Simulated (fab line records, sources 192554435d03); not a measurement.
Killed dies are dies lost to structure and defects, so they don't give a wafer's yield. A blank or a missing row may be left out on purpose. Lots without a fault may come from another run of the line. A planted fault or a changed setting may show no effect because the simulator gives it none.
fab line records | flow n5_finfet
record lots=7 wafers=21
route steps=1938 shown BEOL_M6@1239 BEOL_M7@1268 BEOL_M8@1359 BEOL_M9@1408
start_h: hours from the record's first day to the start of the lot's first wafer shown | wait_h: hours since the lot's step before | " the same as in the row above | L1.1+2: a row that stands for several wafers | - no value, or no start given | * or withheld: withheld | < > ~ a bound
route shown NAME@n: a module of which the file shows steps, and the number in the route of the first | usual: mean/standard deviation of fault-free wafers | same: alike in all rows | chamber/n: place in a boat | sites: the reading at each site | _std_site: their standard deviation | _edge_site: outer sites' mean less inner sites' | radius_mm: how far each site lies from the wafer's centre | mask NAME#n: copy n | behind: the tool/chamber that last shaped the wafer | hold: why the lot was held/for how many hours/how that ended | device: the transistor (n, p or np) that didn't switch | end of line: the same wafers' tests at the end of the route | a step without rows: its recipe alone | killed: dies lost to structure and defects at the first sort, not the wafer's yield | map: a wafer's dies, x killed, . not, _ none there
set.NAME: the setting as run; set.NAME@STEP: as run at that earlier step | model.NAME: the simulator's own value behind a step, which no gauge read
lots whose settings were changed on purpose; a table a step, a row a wafer
## steps
# step N5_BEOL_M6_TRENCH_ETCH_37
# recipe chemistry=C4F6/O2 target_depth_a=944.35 target=SiCOH_lowk time_s=31.5 ion_energy_ev=250 pressure_mtorr=30 source_w=345 bias_w=185 Ar_flow_sccm=300 C4F6_flow_sccm=10 O2_flow_sccm=10
# columns lot.wafer tool chamber start_h wait_h set.time_s model.etch.depth_nm model.BEOL_M6.feature_depth_nm
L082.1 rie_diel-06 3 - - 27.66 84.25 84.2
L082.2 " 2 " " 31.5 95.65 95.6
L082.3 " 1 " " 31.5 97.84 97.8
L083.4 rie_diel-06 2 - - 37.19 112.7 112.8
L083.5 " 3 " " 37.19 113.1 113
L083.6 " 0 " " 31.5 95.05 95
L087.2 rie_diel-04 0 - - 28.38 84.51 84.6
L087.5 " 0 " " 31.5 93.53 93.6
L087.6 " 2 " " 31.5 92.16 92.2
L089.1 rie_diel-04 1 - - 31.5 92.11 92.2
L089.5 " 1 " " 31.5 91.34 91.4
L089.6 " 0 " " 31.5 94.03 94
L088.2 rie_diel-04 2 - - 31.5 92.58 92.6
L088.5 " 0 " " 31.5 94.83 94.8
L088.6 " 3 " " 31.5 96.77 96.8
L093.1 rie_diel-01 1 - - 31.5 91.81 91.8
L093.3 " 2 " " 31.5 92.92 93
L093.5 " 2 " " 31.5 93.14 93.2
L094.1 rie_diel-01 3 - - 31.5 97.17 97.2
L094.4 " 1 " " 26.36 76.84 76.8
L094.5 " 0 " " 26.36 78.96 79
# step N5_BEOL_M6_ETCH_41
# recipe chemistry=CH3F/O2 target=SiCN target_depth_a=297 taper_deg=2 time_s=52 ion_energy_ev=120 mask_material=TiN pressure_mtorr=30 source_w=395 bias_w=75 Ar_flow_sccm=150 CH3F_flow_sccm=30 O2_flow_sccm=20
# step N5_BEOL_M6_STRIP_80
# recipe chemistry=N2/H2 time_s=10 power_w=450 temp_c=40 pressure_mtorr=20 rf_frequency_hz=6e+07 bias_power_w=7 n2_flow_sccm=200 h2_flow_sccm=200
# step N5_BEOL_M6_OCD_MEAS_38
# usual trench_depth_nm=94.4/1.9
# columns lot.wafer tool chamber start_h wait_h set.time_s@BEOL_M6_TRENCH_ETCH_37 trench_depth_nm
L082.1 ocd-01 - 237.76 - 27.66 84.7
L082.2 " - " " 31.5 95.8
L082.3 " - " " 31.5 97.4
L083.4 ocd-01 - 239.79 - 37.19 113.0
L083.5 " - " " 37.19 112.7
L083.6 " - " " 31.5 94.8
L087.2 ocd-01 - 264.28 - 28.38 84.9
L087.5 " - " " 31.5 93.1
L087.6 " - " " 31.5 91.9
L089.1 ocd-02 - 281.57 - 31.5 92.7
L089.5 " - " " 31.5 91.5
L089.6 " - " " 31.5 94.2
L088.2 ocd-01 - 284.73 - 31.5 92.5
L088.5 " - " " 31.5 95.0
L088.6 " - " " 31.5 96.6
L093.1 ocd-01 - 306.79 - 31.5 91.8
L093.3 " - " " 31.5 93.1
L093.5 " - " " 31.5 92.9
L094.1 ocd-01 - 310.97 - 31.5 97.4
L094.4 " - " " 26.36 76.8
L094.5 " - " " 26.36 78.9
# step N5_BEOL_M6_HM_STRIP_39
# recipe chemistry=peroxide_tin_strip material=TiN target_depth_a=250 temp_c=50 time_s=158
# step N5_BEOL_M6_SRD_40
# recipe time_s=30 temp_c=23 rinse_liquid=diw dry=ipa_marangoni
# step N5_BEOL_M6_ECD_50
# recipe material=Cu target_thk_a=3000
# step N5_BEOL_M6_ANNEAL_51
# recipe temp_c=225 time_s=90 ambient=N2
# step N5_BEOL_M6_CMP_52
# recipe stop_on=SiCOH_lowk t_overpolish_s=6.9 down_force_psi=1 platen_rpm=50 clearing_platen_down_force_psi=1.5 clearing_platen_rpm=50 post_cmp_clean=cu_alkaline target_thk_nm=80 clearing_platen_pad_velocity_m_s=0.99484 pad_velocity_m_s=0.99484
# columns lot.wafer tool chamber start_h wait_h set.time_s@BEOL_M6_TRENCH_ETCH_37 model.Cu_of_BEOL_M6_ECD_50.thk_nm
L082.1 cmp-03 3 240.63 0.3 27.66 68.8
L082.2 " 0 " " 31.5 80.6
L082.3 " 2 " " 31.5 83
L083.4 cmp-01 3 243.53 0.2 37.19 97
L083.6 " 1 " " 31.5 79.8
L083.5 " 2 " " 37.19 98.4
L087.2 cmp-01 3 269.71 0.2 28.38 68.8
L087.5 " 2 " " 31.5 78
L087.6 " 3 " " 31.5 76.2
L089.1 cmp-03 1 285.43 0.3 31.5 77.2
L089.5 " 3 " " 31.5 77
L089.6 " 0 " " 31.5 79
L088.2 cmp-03 0 287.38 0.2 31.5 77.8
L088.5 " 3 " " 31.5 81.6
L088.6 " 0 " " 31.5 83.2
L093.1 cmp-02 0 309.47 0.3 31.5 75.2
L093.3 " 1 " " 31.5 79.2
L093.5 " 0 " " 31.5 77.6
L094.1 cmp-01 1 313.06 0.3 31.5 82.8
L094.4 " 2 " " 26.36 62.8
L094.5 " 2 " " 26.36 65.2
# step N5_BEOL_M6_THK_MEAS_53
# recipe thk_meas_gauge=xrf reads=Cu_of_BEOL_M6_ECD_50
# usual M6_THK=80.4/2.4
# columns lot.wafer tool chamber start_h wait_h set.time_s@BEOL_M6_TRENCH_ETCH_37 M6_THK[nm]
L082.1 film_metro-01 - 240.92 - 27.66 69.0
L082.2 " - " " 31.5 81.4
L082.3 " - " " 31.5 83.7
L083.4 film_metro-01 - 243.75 - 37.19 97.5
L083.5 " - " " 37.19 98.3
L083.6 " - " " 31.5 80.3
L087.2 film_metro-01 - 269.97 - 28.38 68.6
L087.5 " - " " 31.5 78.2
L087.6 " - " " 31.5 76.3
L089.1 film_metro-01 - 285.65 - 31.5 76.2
L089.5 " - " " 31.5 76.3
L089.6 " - " " 31.5 78.1
L088.2 film_metro-02 - 287.63 - 31.5 78.7
L088.5 " - " " 31.5 82.8
L088.6 " - " " 31.5 84.3
L093.1 film_metro-01 - 309.76 - 31.5 75.3
L093.3 " - " " 31.5 79.7
L093.5 " - " " 31.5 78.0
L094.1 film_metro-01 - 313.35 - 31.5 83.6
L094.4 " - " " 26.36 63.5
L094.5 " - " " 26.36 66.0
# step N5_BEOL_M6_PRE_CLEAN_55
# recipe gas=NH3 time_s=15 temp_c=withheld rf_power_w=300
# step N5_BEOL_M6_DEP_56
# recipe material=SiCN target_thk_a=100 temp_c=withheld precursor=3MS/NH3 pressure_torr=3 rf_w=202 time_s=17.5
# step N5_BEOL_M6_RS_MEAS_57
# recipe thk_meas_gauge=four-point-probe reads=Cu_of_BEOL_M6_ECD_50+Co_of_BEOL_M6_CVD_78+TaN_of_BEOL_M6_ALD_77
# usual M6_RS=0.287/0.0093
# columns lot.wafer tool chamber start_h wait_h set.time_s@BEOL_M6_TRENCH_ETCH_37 M6_RS[ohm/sq]
L082.1 film_metro-02 - 241.05 0.1 27.66 0.343
L082.2 " - " " 31.5 0.284
L082.3 " - " " 31.5 0.274
L083.4 film_metro-02 - 243.88 0.0 37.19 0.229
L083.5 " - " " 37.19 0.225
L083.6 " - " " 31.5 0.287
L087.2 film_metro-01 - 270.10 0.1 28.38 0.343
L087.5 " - " " 31.5 0.295
L087.6 " - " " 31.5 0.303
L089.1 film_metro-02 - 285.78 0.1 31.5 0.299
L089.5 " - " " 31.5 0.298
L089.6 " - " " 31.5 0.291
L088.2 film_metro-02 - 287.77 0.1 31.5 0.296
L088.5 " - " " 31.5 0.281
L088.6 " - " " 31.5 0.273
L093.1 film_metro-02 - 309.89 0.1 31.5 0.309
L093.3 " - " " 31.5 0.290
L093.5 " - " " 31.5 0.297
L094.1 film_metro-02 - 313.48 0.1 31.5 0.276
L094.4 " - " " 26.36 0.382
L094.5 " - " " 26.36 0.366
# step N5_BEOL_M7_COAT_59
# recipe resist=SOC temp_c=250 time_s=60 spin_rpm=1500 resist_thk_nm=100
# columns lot.wafer tool chamber start_h wait_h set.spin_rpm model.SOC_of_BEOL_M7_COAT_59.thk_nm
L082.1+3 litho_track-03 0 243.88 0.1 1401 103.6
L082.2 " 0 " " 1500 100
L083.4 litho_track-05 0 246.67 0.1 1500 99.8
L083.5 " 0 " " 1500 100.2
L083.6 " 0 " " 1500 100
L087.2 litho_track-05 0 271.95 0.1 1500 100
L087.5 " 0 " " 1645 95.4
L087.6 " 0 " " 1645 95.2
L089.1 litho_track-03 0 287.45 0.1 1500 100.4
L089.5 " 0 " " 1500 100
L089.6 " 0 " " 1577 97.6
L088.2 litho_track-04 0 290.48 0.1 1356 105.2
L088.5+6 " 0 " " 1500 99.8
L093.1+3 litho_track-04 0 311.95 0.1 1500 100
L093.5 " 0 " " 1500 99.8
L094.1 litho_track-04 0 314.90 0.1 1564 97.4
L094.4 " 0 " " 1500 99.4
L094.5 " 0 " " 1564 97.2
# step N5_BEOL_M7_COAT_05
# recipe resist=CAR-ArF spin_rpm=1500 resist_thk_nm=90
# columns lot.wafer tool chamber start_h wait_h set.spin_rpm model.CAR-ArF_of_BEOL_M7_COAT_05.thk_nm
L082.1+2 litho_track-03 0 - - 1500 90
L082.3 " 0 " " 1645 86
L083.4 litho_track-05 0 - - 1500 90
L083.5 " 0 " " 1448 91.4
L083.6 " 0 " " 1448 91.6
L087.2 litho_track-05 0 - - 1500 90.4
L087.5 " 0 " " 1630 86.6
L087.6 " 0 " " 1500 90.2
L089.1+5+6 litho_track-03 0 - - 1500 89.8
L088.2 litho_track-04 0 - - 1500 90
L088.5+6 " 0 " " 1500 90.2
L093.1+5 litho_track-04 0 - - 1500 90.2
L093.3 " 0 " " 1500 89.8
L094.1 litho_track-04 0 - - 1500 89.8
L094.4 " 0 " " 1404 93
L094.5 " 0 " " 1500 90
# step N5_BEOL_M7_EBR_07
# recipe solvent=PGMEA ebr_width_mm=1.5
# step N5_BEOL_M7_SOFTBAKE_06
# recipe temp_c=110 time_s=60 resist=CAR-ArF
# step N5_BEOL_M7_DESCUM_16
# recipe chemistry=O2 time_s=7.9 source_power_w=50 bias_power_w=20 pressure_mtorr=20 rf_frequency_hz=2.712e+07 temp_c=40 resist=CAR-ArF o2_flow_sccm=225
# step N5_BEOL_M7_ETCH_61
# recipe chemistry=CF4 target=SiARC target_depth_a=455 mask_material=CAR-ArF time_s=75.8 ion_energy_ev=80 pressure_mtorr=40 source_w=545 bias_w=36 Ar_flow_sccm=100 cf4_flow_sccm=100 ends=cleared
# step N5_BEOL_M7_ETCH_62
# recipe chemistry=N2/H2 target=SOC target_depth_a=1100 overetch_a=220 mask_material=SiARC temp_c=40 time_s=165 ion_energy_ev=200 pressure_mtorr=30 source_w=840 bias_w=150 n2_flow_sccm=200 h2_flow_sccm=200
# columns lot.wafer tool chamber start_h wait_h set.spin_rpm@BEOL_M7_COAT_59 model.etch.depth_nm
L082.1 rie_diel-03 3 244.83 0.0 1401 103.7
L082.2 " 1 " " 1500 100.1
L082.3 " 2 " " 1401 103.6
L083.4 rie_diel-03 2 247.26 0.0 1500 99.78
L083.5+6 " 3,0 " " 1500 100.1
L087.2 rie_diel-05 2 272.71 0.0 1500 99.91
L087.5 " 3 " " 1645 95.34
L087.6 " 2 " " 1645 95.25
L089.1 rie_diel-03 3 288.00 0.0 1500 100.4
L089.5 " 0 " " 1500 100
L089.6 " 1 " " 1577 97.56
L088.2 rie_diel-03 1 291.03 0.0 1356 105.2
L088.5+6 " 0,1 " " 1500 99.72
L093.1 rie_diel-03 2 312.38 0.0 1500 99.96
L093.3 " 3 " " 1500 100
L093.5 " 2 " " 1500 99.85
L094.1 rie_diel-05 1 315.58 0.0 1564 97.31
L094.4 " 2 " " 1500 99.31
L094.5 " 0 " " 1564 97.14
# step N5_BEOL_M7_STRIP_68
# recipe chemistry=N2/H2 temp_c=40 n2_flow_sccm=200 h2_flow_sccm=200 rf_frequency_hz=6e+07
# step N5_BEOL_M7_STRIP_67
# recipe chemistry=CF4 resist=SiARC power_w=300 bias_power_w=75 pressure_mtorr=50 cf4_flow_sccm=150 rf_frequency_hz=6e+07
# step N5_BEOL_M7_HM_OPEN_17
# recipe chemistry=Cl2/BCl3 target_depth_a=200 overetch_a=60 target=TiN mask_material=SOC ion_energy_ev=150 pressure_mtorr=10 icp_w=1000 bias_w=126 Cl2_flow_sccm=53.25 bcl3_flow_sccm=21.75 Ar_flow_sccm=25
# columns lot.wafer tool chamber start_h wait_h set.spin_rpm@BEOL_M7_COAT_59 model.SOC_of_BEOL_M7_COAT_59.thk_nm
L082.1 rie_metal-02 1 245.02 0.0 1401 95.8
L082.2 " 0 " " 1500 92.2
L082.3 " 1 " " 1401 95.6
L083.4 rie_metal-02 0 247.47 0.1 1500 91.8
L083.5+6 " 0,1 " " 1500 92.2
L087.2 rie_metal-03 1 272.90 0.0 1500 92.2
L087.5 " 0 " " 1645 87.2
L087.6 " 1 " " 1645 87.4
L089.1 rie_metal-03 0 288.19 0.0 1500 92.2
L089.5 " 0 " " 1500 92
L089.6 " 1 " " 1577 89.8
L088.2 rie_metal-01 1 291.21 0.0 1356 97.4
L088.5+6 " 1,0 " " 1500 91.8
L093.1+5 rie_metal-01 1 312.57 0.0 1500 92
L093.3 " 0 " " 1500 92.2
L094.1 rie_metal-02 0 315.77 0.0 1564 89.4
L094.4 " 1 " " 1500 91.4
L094.5 " 1 " " 1564 89.2
# step N5_BEOL_M8_COAT_22
# recipe resist=CAR-EUV spin_rpm=1500 resist_thk_nm=30
# columns lot.wafer tool chamber start_h wait_h set.spin_rpm model.CAR-EUV_of_BEOL_M8_COAT_22.thk_nm
L082.1+3 litho_track-01 0 - - 1359 31.6
L082.2 " 0 " " 1500 30
L083.4 litho_track-03 0 - - 1500 30.2
L083.5 " 0 " " 1500 30
L083.6 " 0 " " 1558 29.6
L087.2+5+6 litho_track-03 0 - - 1500 30
L089.1+5+6 litho_track-01 0 - - 1500 30
L088.2 litho_track-03 0 - - 1605 29
L088.5 " 0 " " 1605 29.2
L088.6 " 0 " " 1500 30
L094.1+4 litho_track-02 0 - - 1444 30.6
L094.5 " 0 " " 1500 30
L093.1+3+5 litho_track-03 0 - - 1500 30
# step N5_BEOL_M8_EBR_24
# recipe solvent=PGMEA ebr_width_mm=1.5
# step N5_BEOL_M8_SOFTBAKE_23
# recipe temp_c=110 time_s=60 resist=CAR-EUV
# step N5_BEOL_M8_DESCUM_33
# recipe chemistry=O2 time_s=7 source_power_w=50 bias_power_w=20 pressure_mtorr=20 rf_frequency_hz=2.712e+07 temp_c=40 resist=CAR-EUV o2_flow_sccm=225
# columns lot.wafer tool chamber start_h wait_h set.spin_rpm@BEOL_M8_COAT_22 model.CAR-EUV_of_BEOL_M8_COAT_22.thk_nm
L082.1+3 rie_diel-01 1,0 256.52 0.0 1359 27.6
L082.2 " 2 " " 1500 26
L083.4+5 rie_diel-06 2 258.70 0.0 1500 26.2
L083.6 " 1 " " 1558 25.6
L087.2+5+6 rie_diel-06 0,0,3 284.27 0.1 1500 26
L089.1+5+6 rie_diel-06 3,3,2 295.26 0.1 1500 26
L088.2 rie_diel-01 3 298.32 0.0 1605 25
L088.5 " 1 " " 1605 25.2
L088.6 " 0 " " 1500 26.2
L094.1+4 rie_diel-06 0,1 324.34 0.4 1444 26.6
L094.5 " 2 " " 1500 26.2
L093.1+3+5 rie_diel-04 3,0,2 324.37 0.4 1500 26
# step N5_BEOL_M9_COAT_05
# recipe resist=CAR-ArF spin_rpm=1500 resist_thk_nm=90
# columns lot.wafer tool chamber start_h wait_h set.spin_rpm model.CAR-ArF_of_BEOL_M9_COAT_05.thk_nm
L082.1 litho_track-05 0 - - 1431 92.4
L082.2+3 " 0 " " 1500 90
L083.4 litho_track-05 0 - - 1500 90
L083.5 " 0 " " 1596 87.4
L083.6 " 0 " " 1500 90.2
L087.2 litho_track-04 0 - - 1602 87.2
L087.5 " 0 " " 1602 87.4
L087.6 " 0 " " 1500 90.2
L089.1+5 litho_track-05 0 - - 1500 90
L089.6 " 0 " " 1500 90.4
L088.2 litho_track-01 0 - - 1500 89.8
L088.5 " 0 " " 1500 90
L088.6 " 0 " " 1341 95.2
L094.1 litho_track-01 0 - - 1544 88.6
L094.4 " 0 " " 1500 90.2
L094.5 " 0 " " 1500 90
L093.1 litho_track-04 0 - - 1500 90.4
L093.3+5 " 0 " " 1500 90
# step N5_BEOL_M9_EBR_07
# recipe solvent=PGMEA ebr_width_mm=1.5
# step N5_BEOL_M9_SOFTBAKE_06
# recipe temp_c=110 time_s=60 resist=CAR-ArF
# step N5_BEOL_M9_EXPOSE_08
# recipe mask_id=M9 na=1.35 source_shape=dipole sigma_inner=0.411 sigma_outer=0.611 polarization=te dose_mj=53.75
# step N5_BEOL_M9_PEB_09
# recipe peb_temp_c=withheld peb_time_s=60 resist=CAR-ArF
# step N5_BEOL_M9_DEVELOP_10
# recipe develop_time_s=30 developer=TMAH resist=CAR-ArF rinse_liquid=diw dry=air_spin dev_temp_c=23
# columns lot.wafer tool chamber start_h wait_h set.spin_rpm@BEOL_M9_COAT_05 model.CAR-ArF_of_BEOL_M9_COAT_05.thk_nm
L082.1 litho_track-05 0 - - 1431 90.6
L082.2 " 0 " " 1500 88.2
L082.3 " 0 " " 1500 88.4
L083.4 litho_track-01 0 - - 1500 88.4
L083.5 " 0 " " 1596 85.8
L083.6 " 0 " " 1500 88.6
L087.2 litho_track-05 0 - - 1602 85.4
L087.5 " 0 " " 1602 85.8
L087.6 " 0 " " 1500 88.4
L089.1 litho_track-05 0 - - 1500 88.4
L089.5 " 0 " " 1500 88.2
L089.6 " 0 " " 1500 88.6
L088.2+5 litho_track-04 0 - - 1500 88.2
L088.6 " 0 " " 1341 93.4
L094.1 litho_track-04 0 - - 1544 87
L094.4+5 " 0 " " 1500 88.4
L093.1 litho_track-05 0 - - 1500 88.8
L093.3 " 0 " " 1500 88.4
L093.5 " 0 " " 1500 88.2
# step N5_BEOL_M9_ETCH_62
# recipe chemistry=N2/H2 target=SOC target_depth_a=1100 overetch_a=220 mask_material=SiARC temp_c=40 time_s=165 ion_energy_ev=200 pressure_mtorr=30 source_w=840 bias_w=150 n2_flow_sccm=200 h2_flow_sccm=200
# usual rf_vpp_V=523.8/2.9
# columns lot.wafer tool chamber start_h wait_h set.source_w rf_vpp_V
L082.1 rie_diel-05 1 261.82 0.0 840 528.6
L082.2 " 2 " " 957.6 504.4
L082.3 " 3 " " 957.6 498.1
L083.4 rie_diel-05 0 265.54 0.0 840 520.4
L083.5 " 0 " " 950.5 501.3
L083.6 " 3 " " 950.5 500.7
L087.2 rie_diel-05 2 290.92 0.0 840 525.0
L087.5 " 2 " " 840 524.8
L087.6 " 3 " " 840 519.7
L089.1 rie_diel-02 3 305.21 0.0 840 527.6
L089.5 " 0 " " 840 524.2
L089.6 " 1 " " 840 523.5
L088.2 rie_diel-05 0 305.77 0.0 751.5 541.6
L088.5 " 2 " " 840 523.7
L088.6 " 1 " " 840 526.6
L094.1 rie_diel-05 3 329.87 0.0 840 520.6
L094.4 " 1 " " 840 527.6
L094.5 " 3 " " 840 518.9
L093.1 rie_diel-03 1 329.96 0.0 840 520.9
L093.3 " 3 " " 840 524.7
L093.5 " 3 " " 840 523.9
## key
split step=N5_BEOL_M6_TRENCH_ETCH_37 setting=time_s stated=31.5 by=wafer
response step=N5_BEOL_M6_TRENCH_ETCH_37 reading=model.etch.depth_nm change=+1.04 per=1% r=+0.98
response step=N5_BEOL_M6_TRENCH_ETCH_37 reading=model.BEOL_M6.feature_depth_nm change=+1.04 per=1% r=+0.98
response step=N5_BEOL_M6_OCD_MEAS_38 reading=trench_depth_nm change=+1.03 per=1% r=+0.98
response step=N5_BEOL_M6_CMP_52 reading=model.Cu_of_BEOL_M6_ECD_50.thk_nm change=+1.04 per=1% r=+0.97
response step=N5_BEOL_M6_THK_MEAS_53 reading=M6_THK change=+1.04 per=1% r=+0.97
response step=N5_BEOL_M6_RS_MEAS_57 reading=M6_RS change=-0.00466 per=1% r=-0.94
split step=N5_BEOL_M7_COAT_59 setting=spin_rpm stated=1500 by=wafer
response step=N5_BEOL_M7_COAT_59 reading=model.SOC_of_BEOL_M7_COAT_59.thk_nm change=-0.524 per=1% r=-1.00
response step=N5_BEOL_M7_ETCH_62 reading=model.etch.depth_nm change=-0.522 per=1% r=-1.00
response step=N5_BEOL_M7_HM_OPEN_17 reading=model.SOC_of_BEOL_M7_COAT_59.thk_nm change=-0.53 per=1% r=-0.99
split step=N5_BEOL_M7_COAT_05 setting=spin_rpm stated=1500 by=wafer
response step=N5_BEOL_M7_COAT_05 reading=model.CAR-ArF_of_BEOL_M7_COAT_05.thk_nm change=-0.432 per=1% r=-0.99
split step=N5_BEOL_M8_COAT_22 setting=spin_rpm stated=1500 by=wafer
response step=N5_BEOL_M8_COAT_22 reading=model.CAR-EUV_of_BEOL_M8_COAT_22.thk_nm change=-0.153 per=1% r=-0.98
response step=N5_BEOL_M8_DESCUM_33 reading=model.CAR-EUV_of_BEOL_M8_COAT_22.thk_nm change=-0.16 per=1% r=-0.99
split step=N5_BEOL_M9_COAT_05 setting=spin_rpm stated=1500 by=wafer
response step=N5_BEOL_M9_COAT_05 reading=model.CAR-ArF_of_BEOL_M9_COAT_05.thk_nm change=-0.474 per=1% r=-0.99
response step=N5_BEOL_M9_DEVELOP_10 reading=model.CAR-ArF_of_BEOL_M9_COAT_05.thk_nm change=-0.463 per=1% r=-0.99
split step=N5_BEOL_M9_ETCH_62 setting=source_w stated=840 by=wafer
response step=N5_BEOL_M9_ETCH_62 reading=rf_vpp_V change=-1.69 per=1% r=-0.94
